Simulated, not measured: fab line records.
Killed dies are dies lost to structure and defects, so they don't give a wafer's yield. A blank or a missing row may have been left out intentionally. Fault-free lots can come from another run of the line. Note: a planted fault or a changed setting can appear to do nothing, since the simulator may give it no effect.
Which of the tools did it? / flow n5_finfet / 7 lots, 19 wafers sampled, at 3 steps of a route of 1938

== WHAT EACH GAUGE READ, for each wafer ==
N5_SD_EPI_N_CD_MEAS_09 targets a cd of 120 nm.
lot=L853; measured=day 3 07:01; on=cd_sem-01; cd_nm (nm)=121.7 120.9 119.6
lot=L855; measured=day 3 18:34; on=cd_sem-03; cd_nm (nm)=121.7 120.5 121.7
lot=L857; measured=day 4 09:00; on=cd_sem-03; cd_nm (nm)=121.1 121.0 122.4
lot=L860; measured=day 5 04:00; on=cd_sem-02; cd_nm (nm)=121.5 122.2 121.6
lot=L868; measured=day 7 00:52; on=cd_sem-01; cd_nm (nm)=119.0 116.1
lot=L871; measured=day 7 20:47; on=cd_sem-01; cd_nm (nm)=119.9 116.3
lot=L874; measured=day 8 19:47; on=cd_sem-03; cd_nm (nm)=119.5 119.8 118.8

== WHICH TOOL RAN EACH LOT (tool, then ch and the chambers of the sampled wafers, then the start) ==
lot=L853; N5_DUMMY_GATE_STRIP_41=rie_diel-01 ch 0,2, day 3 05:09; N5_SD_EPI_N_PEB_07=litho_track-04 ch 0, day 3 06:56
lot=L855; N5_DUMMY_GATE_STRIP_41=rie_diel-01 ch 2,3, day 3 16:50; N5_SD_EPI_N_PEB_07=litho_track-04 ch 0, day 3 18:30
lot=L857; N5_DUMMY_GATE_STRIP_41=rie_diel-03 ch 0,1,3, day 4 07:17; N5_SD_EPI_N_PEB_07=litho_track-04 ch 0, day 4 08:56
lot=L860; N5_DUMMY_GATE_STRIP_41=rie_diel-03 ch 1,2,3, day 5 02:22; N5_SD_EPI_N_PEB_07=litho_track-04 ch 0, day 5 03:56
lot=L868; N5_DUMMY_GATE_STRIP_41=rie_diel-03 ch 0, day 6 22:19; N5_SD_EPI_N_PEB_07=litho_track-02 ch 0, day 7 00:48
lot=L871; N5_DUMMY_GATE_STRIP_41=rie_diel-01 ch 0,2, day 7 18:55; N5_SD_EPI_N_PEB_07=litho_track-02 ch 0, day 7 20:43
lot=L874; N5_DUMMY_GATE_STRIP_41=rie_diel-01 ch 1,2,3, day 8 17:09; N5_SD_EPI_N_PEB_07=litho_track-01 ch 0, day 8 19:44
- N5_DUMMY_GATE_STRIP_41: strips in O2.
- N5_SD_EPI_N_PEB_07: peb time 60 s.

== THE ANSWER, worked out from the rows above alone ==
Rule: the usual values come from the lots themselves. Put in order of their means at a reading, lots are off if they are a third of the lots or fewer, leave a main group of 4 or more, and stand apart from it by a gap of 3 or more times the standard deviation of the main group's means; of several such gaps the widest counts. The tables above print the reading to a certain number of digits; a main group whose means all agree to those digits is not used. Also off: a lot with no number at a reading for which 4 or more lots have one. Where the step has rows for the other lots, those lots are counted as sound.
Nothing can be told from this: no lot is off at any reading shown.

== WHAT THE SIMULATOR HAD PUT IN ==
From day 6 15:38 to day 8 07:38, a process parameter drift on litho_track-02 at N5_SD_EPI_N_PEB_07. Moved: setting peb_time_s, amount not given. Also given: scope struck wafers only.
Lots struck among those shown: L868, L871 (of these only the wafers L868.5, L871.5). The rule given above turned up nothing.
